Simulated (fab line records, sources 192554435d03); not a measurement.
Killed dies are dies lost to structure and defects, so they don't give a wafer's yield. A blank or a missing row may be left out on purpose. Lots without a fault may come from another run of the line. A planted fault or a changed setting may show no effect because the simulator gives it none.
Which tool did it? | flow n5_finfet | 12 lots, 32 wafers sampled, at 1 step of a route of 1938

WHAT THE GAUGES READ, wafer by wafer
N5_BEOL_M12_OVL_MEAS_11. Usual: V11_OVL -4 nm, standard deviation 6.5.
lot  | measured     | on         | V11_OVL (nm) | flag
L456 | day 11 03:50 | overlay-02 | 3 3 5        |
L458 | day 11 07:31 | overlay-01 | -1 4 0       |
L457 | day 11 11:07 | overlay-02 | -10 -9 -15   |
L459 | day 12 16:19 | overlay-01 | 6 2          |
L466 | day 13 16:00 | overlay-02 | -11 0        |
L464 | day 13 18:54 | overlay-02 | -10 -10      |
L465 | day 14 04:38 | overlay-02 | 5 -5         |
L472 | day 15 17:37 | overlay-02 | -16 -11 0    |
L475 | day 16 12:32 | overlay-01 | -18 -12 -2   |
L478 | day 16 21:01 | overlay-02 | -3 -12 1     |
L476 | day 17 00:33 | overlay-02 | -19 -19 -17  |
L477 | day 17 00:41 | overlay-02 | -3 -2 -11    |

WHICH TOOL RAN EACH LOT (tool, then ch and the chambers of the sampled wafers, then the start)
The record holds no process step before these readings.

WHAT THE TOOLS THEMSELVES READ (means of the sampled wafers that have a number; where no wafer has one, the mark that the record gives instead)
The record holds no such reading with a usual standard deviation.

THE ANSWER, worked out from the rows above alone
Rule: a lot is off if the mean of its wafers that have a number lies more than 3 standard deviations from the usual mean. A lot without any number at a reading at which 4 lots or more have one is off too. The other lots that the step has rows for count as sound. The gauges are gone through in route order, then the tools' own readings, and for those a lot's mean is taken as printed above. The first step at which some lot is off is used, and at that step the reading that is off furthest; a lot without a number counts as furthest.
No lot is off at any reading shown: from this, nothing can be told.

WHAT THE SIMULATOR HAD PUT IN
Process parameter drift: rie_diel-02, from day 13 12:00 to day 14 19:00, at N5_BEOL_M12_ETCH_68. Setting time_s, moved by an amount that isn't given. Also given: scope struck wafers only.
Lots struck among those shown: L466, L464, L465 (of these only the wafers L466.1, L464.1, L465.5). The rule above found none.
